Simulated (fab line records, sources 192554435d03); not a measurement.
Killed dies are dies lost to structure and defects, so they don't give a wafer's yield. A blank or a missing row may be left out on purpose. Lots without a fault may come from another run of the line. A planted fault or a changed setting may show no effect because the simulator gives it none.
Which tool did it? | flow n5_finfet | 24 lots, 72 wafers sampled, at 5 steps of a route of 1938

WHAT THE GAUGES READ, wafer by wafer
N5_BEOL_M8_THK_MEAS_01. Usual: M8_ILD_THK 155.3 nm, standard deviation 1.8.
lot  | measured     | on            | M8_ILD_THK (nm)   | flag
L074 | day 9 02:39  | film_metro-02 | 153.9 152.2 154.0 |
L075 | day 9 08:32  | film_metro-02 | 153.5 154.7 152.1 |
L076 | day 9 08:20  | film_metro-01 | 155.5 154.6 155.4 |
L077 | day 9 16:10  | film_metro-01 | 152.6 155.3 155.3 |
L078 | day 10 01:37 | film_metro-01 | 153.1 154.5 154.5 |
L080 | day 10 08:35 | film_metro-02 | 155.8 154.7 157.4 |
L079 | day 10 08:54 | film_metro-02 | 152.9 154.9 158.3 |
L081 | day 10 20:10 | film_metro-01 | 155.1 157.8 157.5 |
L082 | day 11 04:47 | film_metro-02 | 155.5 156.4 157.3 |
L083 | day 11 08:18 | film_metro-01 | 155.2 156.3 156.9 |
L084 | day 11 08:32 | film_metro-02 | 157.2 156.9 158.6 |
L085 | day 12 05:44 | film_metro-02 | 152.9 155.3 155.4 |
L087 | day 12 14:29 | film_metro-01 | 151.6 155.8 154.5 |
L089 | day 12 15:29 | film_metro-01 | 153.7 155.2 154.8 |
L086 | day 12 16:01 | film_metro-02 | 153.0 154.7 153.2 |
L088 | day 13 14:32 | film_metro-02 | 155.1 155.5 158.4 |
L090 | day 13 17:48 | film_metro-01 | 153.1 155.0 155.2 |
L092 | day 13 21:59 | film_metro-01 | 156.1 157.9 158.7 |
L091 | day 13 22:16 | film_metro-01 | 156.3 157.3 157.2 |
L093 | day 14 20:18 | film_metro-02 | 154.5 155.3 157.5 |
L094 | day 15 01:19 | film_metro-01 | 153.2 156.5 156.6 |
L097 | day 15 02:41 | film_metro-01 | 154.6 154.0 152.9 |
L095 | day 15 04:11 | film_metro-02 | 154.3 155.7 156.1 |
L096 | day 15 07:26 | film_metro-02 | 153.5 157.5 156.6 |

N5_BEOL_M8_CD_MEAS_28: target cd 40 nm. Usual: cd_nm 40.03 nm, standard deviation 0.22.
lot  | measured     | on        | cd_nm (nm)        | flag
L074 | day 9 04:28  | cd_sem-02 | 40.11 40.51 40.07 |
L075 | day 9 13:01  | cd_sem-03 | 40.15 39.73 40.22 |
L076 | day 9 12:56  | cd_sem-03 | 40.61 40.30 40.13 |
L077 | day 9 18:14  | cd_sem-03 | 40.41 40.20 40.46 |
L078 | day 10 03:47 | cd_sem-03 | 39.80 39.88 40.11 |
L080 | day 10 15:07 | cd_sem-02 | 40.27 39.99 40.11 |
L079 | day 10 14:56 | cd_sem-02 | 40.11 39.60 40.02 |
L081 | day 11 01:17 | cd_sem-02 | 40.10 40.18 40.18 |
L082 | day 11 11:53 | cd_sem-02 | 39.62 40.18 39.98 |
L083 | day 11 12:08 | cd_sem-02 | 40.14 40.13 40.01 |
L084 | day 11 13:37 | cd_sem-03 | 40.26 40.17 39.65 |
L085 | day 12 10:32 | cd_sem-03 | 39.96 40.44 40.03 |
L087 | day 12 17:08 | cd_sem-02 | 39.92 40.25 40.08 |
L089 | day 12 21:15 | cd_sem-02 | 40.26 40.20 40.14 |
L086 | day 12 21:25 | cd_sem-02 | 40.12 40.15 39.64 |
L088 | day 13 18:00 | cd_sem-03 | 40.14 40.10 40.22 |
L090 | day 13 23:38 | cd_sem-01 | 39.97 40.10 40.09 |
L092 | day 14 03:39 | cd_sem-02 | 40.28 40.20 40.29 |
L091 | day 14 03:29 | cd_sem-01 | 40.17 40.02 39.82 |
L093 | day 14 22:56 | cd_sem-02 | 39.59 39.49 39.77 |
L094 | day 15 03:04 | cd_sem-03 | 39.70 39.83 40.01 |
L097 | day 15 07:49 | cd_sem-03 | 39.81 39.84 39.50 |
L095 | day 15 07:59 | cd_sem-01 | 40.19 40.18 39.73 |
L096 | day 15 10:26 | cd_sem-02 | 40.07 39.68 40.07 |

WHICH TOOL RAN EACH LOT (tool, then ch and the chambers of the sampled wafers, then the start)
lot  | N5_BEOL_M7_PRE_CLEAN_45      | N5_BEOL_M7_CMP_52             | N5_BEOL_M8_ETCH_61
L074 | pvd_sputter-01, day 8 23:33  | cmp-03 ch 1,3, day 9 01:09    | rie_diel-05 ch 1,2, day 9 03:36
L075 | pvd_sputter-01, day 9 05:50  | cmp-03 ch 0,1,2, day 9 06:59  | rie_diel-05 ch 0,1,2, day 9 09:55
L076 | pvd_sputter-01, day 9 06:00  | cmp-01 ch 0,1,2, day 9 07:16  | rie_diel-03 ch 0,1,3, day 9 09:46
L077 | pvd_sputter-01, day 9 13:43  | cmp-01 ch 0,3, day 9 15:06    | rie_diel-03 ch 1,2,3, day 9 17:10
L078 | pvd_sputter-01, day 9 21:58  | cmp-03 ch 0,2, day 10 00:34   | rie_diel-04 ch 0,1,2, day 10 02:49
L080 | pvd_sputter-02, day 10 05:24 | cmp-01 ch 0,1,3, day 10 07:34 | rie_diel-04 ch 1,2,3, day 10 12:55
L079 | pvd_sputter-01, day 10 06:38 | cmp-01 ch 1,3, day 10 07:50   | rie_diel-05 ch 1,3, day 10 13:07
L081 | pvd_sputter-02, day 10 16:14 | cmp-03 ch 1,2,3, day 10 19:08 | rie_diel-05 ch 1,3, day 10 22:51
L082 | pvd_sputter-02, day 10 23:02 | cmp-03 ch 1,2,3, day 11 02:19 | rie_diel-04 ch 0,2,3, day 11 07:29
L083 | pvd_sputter-02, day 11 02:58 | cmp-03 ch 2,3, day 11 07:14   | rie_diel-04 ch 0,2, day 11 10:35
L084 | pvd_sputter-01, day 11 06:02 | cmp-03 ch 1,2,3, day 11 07:32 | rie_diel-04 ch 2,3, day 11 12:43
L085 | pvd_sputter-01, day 12 02:26 | cmp-01 ch 0,1,2, day 12 04:29 | rie_diel-03 ch 2,3, day 12 08:11
L087 | pvd_sputter-01, day 12 11:36 | cmp-03 ch 1,2, day 12 12:49   | rie_diel-04 ch 0,1,3, day 12 15:38
L089 | pvd_sputter-02, day 12 12:10 | cmp-01 ch 0,1,2, day 12 14:23 | rie_diel-04 ch 1,3, day 12 18:52
L086 | pvd_sputter-03, day 12 13:50 | cmp-01 ch 0,1,3, day 12 14:56 | rie_diel-05 ch 0,2, day 12 19:03
L088 | pvd_sputter-03, day 13 11:13 | cmp-03 ch 0,2, day 13 13:28   | rie_diel-04 ch 0,3, day 13 15:51
L090 | pvd_sputter-02, day 13 15:34 | cmp-03 ch 0,3, day 13 16:44   | rie_diel-03 ch 0,3, day 13 19:49
L092 | pvd_sputter-03, day 13 19:47 | cmp-02 ch 0,1,2, day 13 20:58 | rie_diel-03 ch 0,1, day 14 01:16
L091 | pvd_sputter-01, day 13 19:55 | cmp-01 ch 1,2,3, day 13 21:11 | rie_diel-04 ch 1,2,3, day 14 01:26
L093 | pvd_sputter-02, day 14 17:52 | cmp-02 ch 0,3, day 14 19:14   | rie_diel-04 ch 1,2, day 14 22:09
L094 | pvd_sputter-02, day 14 22:28 | cmp-02 ch 0,2, day 15 00:11   | rie_diel-04 ch 1,2,3, day 15 02:02
L097 | pvd_sputter-01, day 14 23:55 | cmp-01 ch 1,2,3, day 15 01:40 | rie_diel-03 ch 1,2,3, day 15 04:49
L095 | pvd_sputter-03, day 15 01:19 | cmp-01 ch 0,1, day 15 03:10   | rie_diel-05 ch 0,2,3, day 15 05:21
L096 | pvd_sputter-03, day 15 04:52 | cmp-03 ch 0,1,3, day 15 06:25 | rie_diel-04 ch 0,1,3, day 15 09:20
- N5_BEOL_M7_PRE_CLEAN_45: time 30 s.
- N5_BEOL_M7_CMP_52: polishes, stops on SiCOH lowk, t overpolish 6.9 s, target thk 80 nm.
- N5_BEOL_M8_ETCH_61: etches SiARC in CF4, target depth 45.5 nm, time 75.8 s.

WHAT THE TOOLS THEMSELVES READ (means of the sampled wafers that have a number; where no wafer has one, the mark that the record gives instead)
N5_BEOL_M7_PRE_CLEAN_45. Usual: heater_power_w 330 W, standard deviation 25.
lot  | tool           | heater_power_w (W) | flag
L074 | pvd_sputter-01 | 332                |
L075 | pvd_sputter-01 | 336                |
L076 | pvd_sputter-01 | 315                |
L077 | pvd_sputter-01 | 348                |
L078 | pvd_sputter-01 | 328                |
L080 | pvd_sputter-02 | 319                |
L079 | pvd_sputter-01 | 321                |
L081 | pvd_sputter-02 | 322                |
L082 | pvd_sputter-02 | 313                |
L083 | pvd_sputter-02 | 321                |
L084 | pvd_sputter-01 | 326                |
L085 | pvd_sputter-01 | 335                |
L087 | pvd_sputter-01 | 335                |
L089 | pvd_sputter-02 | 308                |
L086 | pvd_sputter-03 | 350                |
L088 | pvd_sputter-03 | 365                |
L090 | pvd_sputter-02 | 336                |
L092 | pvd_sputter-03 | 355                |
L091 | pvd_sputter-01 | 329                |
L093 | pvd_sputter-02 | 302                |
L094 | pvd_sputter-02 | 306                |
L097 | pvd_sputter-01 | 328                |
L095 | pvd_sputter-03 | 361                |
L096 | pvd_sputter-03 | 381                |

N5_BEOL_M7_CMP_52. Usual: barrier_field_endpoint_s 29.1 s, standard deviation 0.76; edge_zone_pressure_frac 1.000, standard deviation 0.0048; motor_current_A 6.0 A, standard deviation 0.51; overpolish_run_s 6.900 s, standard deviation 0.0094; time_to_endpoint_s 64 s, standard deviation 3.
lot  | tool   | barrier_field_endpoint_s (s) | edge_zone_pressure_frac | motor_current_A (A) | overpolish_run_s (s) | time_to_endpoint_s (s) | flag
L074 | cmp-03 | 28.5                         | 1.000                   | 6.2                 | 6.903                | 63                     |
L075 | cmp-03 | 29.3                         | 1.001                   | 6.4                 | 6.903                | 63                     |
L076 | cmp-01 | 28.9                         | 1.003                   | 5.5                 | 6.897                | 64                     |
L077 | cmp-01 | 29.1                         | 1.002                   | 5.9                 | 6.898                | 65                     |
L078 | cmp-03 | 29.2                         | 0.996                   | 6.0                 | 6.897                | 62                     |
L080 | cmp-01 | 29.5                         | 1.002                   | 5.7                 | 6.885                | 63                     |
L079 | cmp-01 | 29.7                         | 1.000                   | 5.6                 | 6.904                | 65                     |
L081 | cmp-03 | 28.7                         | 0.997                   | 5.7                 | 6.900                | 63                     |
L082 | cmp-03 | 29.5                         | 0.997                   | 6.0                 | 6.904                | 63                     |
L083 | cmp-03 | 28.8                         | 0.997                   | 5.8                 | 6.904                | 62                     |
L084 | cmp-03 | 28.8                         | 0.999                   | 5.8                 | 6.904                | 64                     |
L085 | cmp-01 | 28.9                         | 1.005                   | 5.7                 | 6.908                | 68                     |
L087 | cmp-03 | 29.7                         | 0.996                   | 6.0                 | 6.912                | 66                     |
L089 | cmp-01 | 29.9                         | 1.003                   | 5.6                 | 6.901                | 65                     |
L086 | cmp-01 | 29.4                         | 1.000                   | 5.6                 | 6.893                | 66                     |
L088 | cmp-03 | 28.4                         | 0.996                   | 6.2                 | 6.901                | 65                     |
L090 | cmp-03 | 29.2                         | 0.996                   | 6.1                 | 6.897                | 63                     |
L092 | cmp-02 | 28.2                         | 1.002                   | 6.5                 | 6.904                | 62                     |
L091 | cmp-01 | 28.6                         | 1.000                   | 5.6                 | 6.899                | 62                     |
L093 | cmp-02 | 27.9                         | 1.001                   | 6.9                 | 6.901                | 59                     |
L094 | cmp-02 | 29.0                         | 0.998                   | 7.1                 | 6.903                | 62                     |
L097 | cmp-01 | 29.1                         | 1.001                   | 5.6                 | 6.905                | 66                     |
L095 | cmp-01 | 30.1                         | 1.001                   | 5.5                 | 6.901                | 70                     |
L096 | cmp-03 | 28.8                         | 1.001                   | 6.2                 | 6.897                | 61                     |

N5_BEOL_M8_ETCH_61. Usual: drypump_motor_current_A 6.0 A, standard deviation 0.44; etch_rf_on_time_s 76.0 s, standard deviation 2; mfc_ar_sccm 99.99 sccm, standard deviation 0.26; oes_product_au 0.68 a.u., standard deviation 0.093; rf_vpp_V 184.1 V, standard deviation 1.1; showerhead_plenum_p_Torr 2.13 Torr, standard deviation 0.066; throttle_valve_pct 15.51 %, standard deviation 0.24.
lot  | tool        | drypump_motor_current_A (A) | etch_rf_on_time_s (s) | mfc_ar_sccm (sccm) | oes_product_au (a.u.) | rf_vpp_V (V) | showerhead_plenum_p_Torr (Torr) | throttle_valve_pct (%) | flag
L074 | rie_diel-05 | 5.3                         | 76.9                  | 100.23             | 0.59                  | 184.2        | 2.10                            | 15.61                  |
L075 | rie_diel-05 | 5.6                         | 76.8                  | 99.89              | 0.59                  | 183.0        | 2.06                            | 15.64                  |
L076 | rie_diel-03 | 5.8                         | 74.0                  | 100.02             | 0.70                  | 183.9        | 2.11                            | 15.56                  |
L077 | rie_diel-03 | 6.0                         | 75.2                  | 100.07             | 0.69                  | 184.0        | 2.13                            | 15.69                  |
L078 | rie_diel-04 | 6.4                         | 75.7                  | 100.01             | 0.59                  | 184.3        | 2.16                            | 15.63                  |
L080 | rie_diel-04 | 6.1                         | 75.4                  | 100.03             | 0.62                  | 183.9        | 2.12                            | 15.61                  |
L079 | rie_diel-05 | 5.4                         | 77.7                  | 99.84              | 0.59                  | 184.4        | 2.14                            | 15.53                  |
L081 | rie_diel-05 | 5.4                         | 78.3                  | 99.99              | 0.59                  | 184.0        | 2.14                            | 15.52                  |
L082 | rie_diel-04 | 6.4                         | 77.2                  | 99.82              | 0.61                  | 183.9        | 2.12                            | 15.63                  |
L083 | rie_diel-04 | 6.5                         | 77.8                  | 99.92              | 0.58                  | 184.8        | 2.17                            | 15.65                  |
L084 | rie_diel-04 | 6.3                         | 75.5                  | 99.95              | 0.61                  | 184.2        | 2.09                            | 15.80                  |
L085 | rie_diel-03 | 5.8                         | 75.0                  | 100.13             | 0.81                  | 185.1        | 2.16                            | 15.66                  |
L087 | rie_diel-04 | 6.2                         | 76.9                  | 99.81              | 0.68                  | 185.1        | 2.15                            | 15.33                  |
L089 | rie_diel-04 | 6.1                         | 76.8                  | 100.10             | 0.70                  | 183.7        | 2.10                            | 15.31                  |
L086 | rie_diel-05 | 5.8                         | 72.4                  | 99.95              | 0.82                  | 185.7        | 2.27                            | 15.20                  |
L088 | rie_diel-04 | 6.2                         | 78.5                  | 99.90              | 0.61                  | 183.6        | 2.10                            | 15.49                  |
L090 | rie_diel-03 | 5.4                         | 75.8                  | 99.67              | 0.62                  | 182.9        | 2.11                            | 15.77                  |
L092 | rie_diel-03 | 6.2                         | 74.5                  | 99.91              | 0.66                  | 183.1        | 2.09                            | 15.52                  |
L091 | rie_diel-04 | 6.2                         | 75.7                  | 99.89              | 0.74                  | 183.8        | 2.11                            | 15.34                  |
L093 | rie_diel-04 | 6.2                         | 75.2                  | 100.26             | 0.78                  | 184.7        | 2.14                            | 15.22                  |
L094 | rie_diel-04 | 6.2                         | 75.9                  | 99.79              | 0.72                  | 183.9        | 2.10                            | 15.36                  |
L097 | rie_diel-03 | 6.0                         | 75.3                  | 100.02             | 0.72                  | 184.1        | 2.12                            | 15.62                  |
L095 | rie_diel-05 | 5.9                         | 74.0                  | 100.19             | 0.77                  | 185.2        | 2.24                            | 15.21                  |
L096 | rie_diel-04 | 6.2                         | 75.7                  | 100.03             | 0.73                  | 184.3        | 2.14                            | 15.22                  |

THE ANSWER, worked out from the rows above alone
Rule: a lot is off if the mean of its wafers that have a number lies more than 3 standard deviations from the usual mean. A lot without any number at a reading at which 4 lots or more have one is off too. The other lots that the step has rows for count as sound. The gauges are gone through in route order, then the tools' own readings, and for those a lot's mean is taken as printed above. The first step at which some lot is off is used, and at that step the reading that is off furthest; a lot without a number counts as furthest.
No lot is off at any reading shown: from this, nothing can be told.

WHAT THE SIMULATOR HAD PUT IN
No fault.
